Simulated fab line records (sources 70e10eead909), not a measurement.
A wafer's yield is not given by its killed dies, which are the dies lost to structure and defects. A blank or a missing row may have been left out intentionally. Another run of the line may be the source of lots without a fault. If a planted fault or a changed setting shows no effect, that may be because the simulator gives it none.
Matching of chambers	flow nandHarc	NHARC_A_M1_CMP_23 on cmp-03 has 4 sister chambers
The step polishes, t overpolish 20 s, target thk 154.34 nm. 8 wafers are shown with their chamber, then 6 later ones without.

== WAFERS WITH THEIR CHAMBER ==
wafer	chamber	motorCurrentA (A)	timeToEndpointS (s)
L818.3	0	14.2	25.6
L819.5	2	11.0	32.7
L819.6	1	11.1	26.7
L820.2	3	10.0	30.5
L820.4	1	11.6	25.7
L820.5	3	10.7	33.3
L824.2	2	11.2	31.5
L824.5	0	14.6	26.6

== WAFERS WHOSE CHAMBER IS MISSING ==
wafer	motorCurrentA (A)	timeToEndpointS (s)
L824.6	10.1	33.6
L830.2	10.8	28.2
L830.5	10.5	18.5
L832.1	11.1	28.3
L832.2	14.0	23.8
L832.5	10.8	21.3

== WHICH CHAMBER EACH ONE RAN IN ==
wafer	from the rows above	in truth
L824.6	can't be placed: 3 or 2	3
L830.2	can't be placed: 1 or 3 or 2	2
L830.5	1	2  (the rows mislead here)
L832.1	can't be placed: 1 or 2 or 3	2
L832.2	0	0
L832.5	1	1
Correctly placed: 2 of 6. From these rows, 3 cannot be placed; in 3 the true chamber is one of the candidates. 1 placed wrongly.
How it was worked out, from the rows above alone: a wafer's distance from a chamber is the root of the sum, over the readings, of the square of ((its reading less the chamber's mean) divided by the reading's scatter). If the next closest chamber is less than 2 further off than the closest, the wafer can't be placed; otherwise it belongs to the closest. A chamber's mean is the mean of its shown wafers. The scatter: take each reading less its chamber's mean, square it, sum over the shown wafers, divide by the number of wafers less the number of chambers, and take the root.
